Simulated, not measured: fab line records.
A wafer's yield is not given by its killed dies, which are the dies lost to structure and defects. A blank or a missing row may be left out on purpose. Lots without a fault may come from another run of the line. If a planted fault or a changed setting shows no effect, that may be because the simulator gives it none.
Matching of chambers || flow nand-harc || NHARC_A_DECK1_JOINT_ETCHBACK_00 on rie-si-01 has 4 sister chambers
The step etches the open film in HBr, target depth 30 nm, time 17.4 s. 22 wafers are shown with their chamber, then 11 later ones without.

## EACH WAFER AND ITS CHAMBER
{"wafer": "L076.1", "chamber": 0, "oes-product-au (a.u.)": 0.989, "throttle-valve-pct (%)": 23.261}
{"wafer": "L076.3", "chamber": 2, "oes-product-au (a.u.)": 0.987, "throttle-valve-pct (%)": 23.268}
{"wafer": "L076.6", "chamber": 3, "oes-product-au (a.u.)": 1.002, "throttle-valve-pct (%)": 23.265}
{"wafer": "L077.1", "chamber": 3, "oes-product-au (a.u.)": 1.008, "throttle-valve-pct (%)": 23.277}
{"wafer": "L077.2", "chamber": 2, "oes-product-au (a.u.)": 0.997, "throttle-valve-pct (%)": 23.270}
{"wafer": "L077.5", "chamber": 0, "oes-product-au (a.u.)": 1.000, "throttle-valve-pct (%)": 23.265}
{"wafer": "L078.4", "chamber": 0, "oes-product-au (a.u.)": 1.011, "throttle-valve-pct (%)": 23.283}
{"wafer": "L078.5", "chamber": 1, "oes-product-au (a.u.)": 1.004, "throttle-valve-pct (%)": 23.278}
{"wafer": "L078.6", "chamber": 2, "oes-product-au (a.u.)": 0.997, "throttle-valve-pct (%)": 23.255}
{"wafer": "L079.3", "chamber": 3, "oes-product-au (a.u.)": 1.010, "throttle-valve-pct (%)": 23.259}
{"wafer": "L079.4", "chamber": 1, "oes-product-au (a.u.)": 0.991, "throttle-valve-pct (%)": 23.268}
{"wafer": "L079.6", "chamber": 3, "oes-product-au (a.u.)": 1.012, "throttle-valve-pct (%)": 23.276}
{"wafer": "L082.2", "chamber": 2, "oes-product-au (a.u.)": 0.990, "throttle-valve-pct (%)": 23.263}
{"wafer": "L082.4", "chamber": 0, "oes-product-au (a.u.)": 1.014, "throttle-valve-pct (%)": 23.277}
{"wafer": "L082.6", "chamber": 2, "oes-product-au (a.u.)": 0.991, "throttle-valve-pct (%)": 23.261}
{"wafer": "L087.1", "chamber": 2, "oes-product-au (a.u.)": 1.004, "throttle-valve-pct (%)": 23.260}
{"wafer": "L087.2", "chamber": 0, "oes-product-au (a.u.)": 1.022, "throttle-valve-pct (%)": 23.257}
{"wafer": "L087.6", "chamber": 0, "oes-product-au (a.u.)": 1.027, "throttle-valve-pct (%)": 23.257}
{"wafer": "L089.2", "chamber": 3, "oes-product-au (a.u.)": 0.996, "throttle-valve-pct (%)": 23.286}
{"wafer": "L089.4", "chamber": 2, "oes-product-au (a.u.)": 0.996, "throttle-valve-pct (%)": 23.264}
{"wafer": "L089.5", "chamber": 2, "oes-product-au (a.u.)": 0.995, "throttle-valve-pct (%)": 23.278}
{"wafer": "L090.1", "chamber": 3, "oes-product-au (a.u.)": 1.000, "throttle-valve-pct (%)": 23.288}

SIGNATURES (averages over the wafers above)
{"reading": "oes-product-au", "chamber 0": 1.01050, "chamber 1": 0.99750, "chamber 2": 0.99462, "chamber 3": 1.00467, "scatter within a chamber": 0.00902}
{"reading": "throttle-valve-pct", "chamber 0": 23.26667, "chamber 1": 23.27300, "chamber 2": 23.26487, "chamber 3": 23.27517, "scatter within a chamber": 0.00956}
Rule: a wafer's distance from a chamber is the root of the sum, over the readings, of the square of ((its reading less the chamber's mean) divided by the reading's scatter). If the next closest chamber is less than 2 further off than the closest, the wafer can't be placed; otherwise it belongs to the closest. How the scatter is found: for the shown wafers, subtract from each reading the mean of its chamber, square and add these, divide the total by (wafers less chambers), then take the root.

## WAFERS WITH NO CHAMBER GIVEN
{"wafer": "L090.2", "oes-product-au (a.u.)": 1.005, "throttle-valve-pct (%)": 23.270}
{"wafer": "L090.3", "oes-product-au (a.u.)": 1.012, "throttle-valve-pct (%)": 23.266}
{"wafer": "L090.4", "oes-product-au (a.u.)": 1.002, "throttle-valve-pct (%)": 23.262}
{"wafer": "L090.5", "oes-product-au (a.u.)": 1.011, "throttle-valve-pct (%)": 23.252}
{"wafer": "L090.6", "oes-product-au (a.u.)": 0.988, "throttle-valve-pct (%)": 23.268}
{"wafer": "L092.1", "oes-product-au (a.u.)": 0.992, "throttle-valve-pct (%)": 23.258}
{"wafer": "L092.3", "oes-product-au (a.u.)": 1.007, "throttle-valve-pct (%)": 23.261}
{"wafer": "L092.5", "oes-product-au (a.u.)": 1.001, "throttle-valve-pct (%)": 23.244}
{"wafer": "L093.3", "oes-product-au (a.u.)": 1.003, "throttle-valve-pct (%)": 23.272}
{"wafer": "L093.5", "oes-product-au (a.u.)": 0.997, "throttle-valve-pct (%)": 23.253}
{"wafer": "L093.6", "oes-product-au (a.u.)": 0.985, "throttle-valve-pct (%)": 23.265}

## WHICH CHAMBER EACH WENT THROUGH
{"wafer": "L090.2", "from the rows above": "can't be placed: 3 or 0 or 1 or 2", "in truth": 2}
{"wafer": "L090.3", "from the rows above": "can't be placed: 0 or 3 or 1 or 2", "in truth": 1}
{"wafer": "L090.4", "from the rows above": "can't be placed: 2 or 0 or 1 or 3", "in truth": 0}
{"wafer": "L090.5", "from the rows above": "can't be placed: 0 or 2 or 3 or 1", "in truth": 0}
{"wafer": "L090.6", "from the rows above": "can't be placed: 2 or 1 or 3 or 0", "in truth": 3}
{"wafer": "L092.1", "from the rows above": "can't be placed: 2 or 1 or 0 or 3", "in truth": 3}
{"wafer": "L092.3", "from the rows above": "can't be placed: 0 or 2 or 3 or 1", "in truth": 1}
{"wafer": "L092.5", "from the rows above": "can't be placed: 2 or 0 or 1 or 3", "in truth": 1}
{"wafer": "L093.3", "from the rows above": "can't be placed: 3 or 1 or 0 or 2", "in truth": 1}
{"wafer": "L093.5", "from the rows above": "can't be placed: 2 or 0 or 1 or 3", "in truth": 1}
{"wafer": "L093.6", "from the rows above": "can't be placed: 2 or 1 or 3 or 0", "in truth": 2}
Correct placement for 0 of the 11. Not placeable from these rows: 11 (in 11, the candidates include the true chamber). 0 placed wrongly.
